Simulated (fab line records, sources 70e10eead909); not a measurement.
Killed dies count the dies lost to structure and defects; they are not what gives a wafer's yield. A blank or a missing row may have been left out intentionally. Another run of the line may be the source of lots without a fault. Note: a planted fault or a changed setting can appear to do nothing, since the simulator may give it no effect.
Matching of chambers | flow nandHarc | NHARC_P_M2_PRE_CLEAN_32 on pecvd-02 has 3 sister chambers
The step time 12 s. 6 wafers are shown with their chamber, then 8 later ones without.

== WAFERS WITH THEIR CHAMBER ==
wafer  | chamber | heaterPowerOuterW (W) | heaterPowerW (W)
L091.5 | 1       | 388                   | 723
L091.6 | 0       | 380                   | 678
L093.1 | 2       | 422                   | 698
L093.3 | 0       | 408                   | 730
L093.4 | 2       | 415                   | 700
L094.1 | 1       | 483                   | 834

== WAFERS WHOSE CHAMBER IS MISSING ==
wafer  | heaterPowerOuterW (W) | heaterPowerW (W)
L094.3 | 416                   | 708
L094.4 | 494                   | 861
L095.1 | 429                   | 763
L095.2 | 432                   | 712
L095.3 | 402                   | 706
L096.2 | 418                   | 746
L096.4 | 415                   | 724
L096.6 | 398                   | 708

== WHICH CHAMBER EACH ONE RAN IN ==
wafer  | from the rows above          | in truth
L094.3 | can't be placed: 2 or 0 or 1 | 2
L094.4 | can't be placed: 1 or 2 or 0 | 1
L095.1 | can't be placed: 1 or 2 or 0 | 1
L095.2 | can't be placed: 2 or 0 or 1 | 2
L095.3 | can't be placed: 0 or 2 or 1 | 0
L096.2 | can't be placed: 1 or 2 or 0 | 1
L096.4 | can't be placed: 2 or 0 or 1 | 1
L096.6 | can't be placed: 0 or 2 or 1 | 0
Correctly placed: 0 of 8. Unplaceable from these rows: 8, with the true chamber sitting among the candidates in 8. Wrongly placed: 0.
How it was worked out, from the rows above alone: a wafer's distance from a chamber is the root of the sum, over the readings, of the square of ((its reading less the chamber's mean) divided by the reading's scatter). The wafer belongs to the nearest chamber; if the next one is less than 2 further off, it can't be placed. The mean given for a chamber averages the wafers shown for that chamber. The scatter: take each reading less its chamber's mean, square it, sum over the shown wafers, divide by the number of wafers less the number of chambers, and take the root.
